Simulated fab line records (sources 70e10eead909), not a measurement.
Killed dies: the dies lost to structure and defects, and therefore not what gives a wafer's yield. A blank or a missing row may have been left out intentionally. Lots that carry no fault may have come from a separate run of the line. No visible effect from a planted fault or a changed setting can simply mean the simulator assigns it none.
Matching of chambers | flow nand harc | rie diel-07 running NHARC_THIN_TSV_ETCHBACK_48: 4 sister chambers
The step etches the open film in C4F8/Ar, target depth 1028.5 nm, time 405.17 s. 7 wafers are shown with their chamber, then 7 later ones without.

## WAFERS, EACH WITH ITS CHAMBER
wafer  | chamber | rf vpp V (V) | rf fwd power W (W)
L104.5 | 1       | 541.4        | 600.4
L106.4 | 2       | 548.2        | 599.3
L113.1 | 3       | 543.1        | 602.8
L113.5 | 0       | 545.9        | 599.6
L113.6 | 3       | 542.6        | 600.0
L115.2 | 1       | 542.9        | 598.8
L115.3 | 0       | 546.0        | 599.7

## WAFERS MISSING THEIR CHAMBER
wafer  | rf vpp V (V) | rf fwd power W (W)
L115.5 | 548.8        | 600.4
L122.2 | 548.5        | 600.6
L122.4 | 548.1        | 597.7
L122.6 | 540.0        | 598.4
L123.4 | 541.8        | 598.7
L123.5 | 543.6        | 598.1
L123.6 | 547.2        | 598.0

## WHICH CHAMBER EACH ONE RAN IN
wafer  | from the rows above          | in truth
L115.5 | 2                            | 2
L122.2 | 2                            | 2
L122.4 | 2                            | 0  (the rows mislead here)
L122.6 | can't be placed: 1 or 3      | 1
L123.4 | can't be placed: 1 or 3      | 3
L123.5 | can't be placed: 1 or 3 or 0 | 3
L123.6 | can't be placed: 2 or 0      | 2
Correctly placed: 2 of 7. These rows do not allow placing 4 (true chamber among the candidates in 4). Number placed wrongly: 1.
How it was worked out, from the rows above alone: a wafer's distance from a chamber is the root of the sum, over the readings, of the square of ((its reading less the chamber's mean) divided by the reading's scatter). If the next closest chamber is less than 2 further off than the closest, the wafer can't be placed; otherwise it belongs to the closest. Each chamber's mean is taken over the wafers shown for it. The scatter: the root of (the sum of the squares of (reading less its chamber's mean) over the shown wafers, divided by (wafers less chambers)).
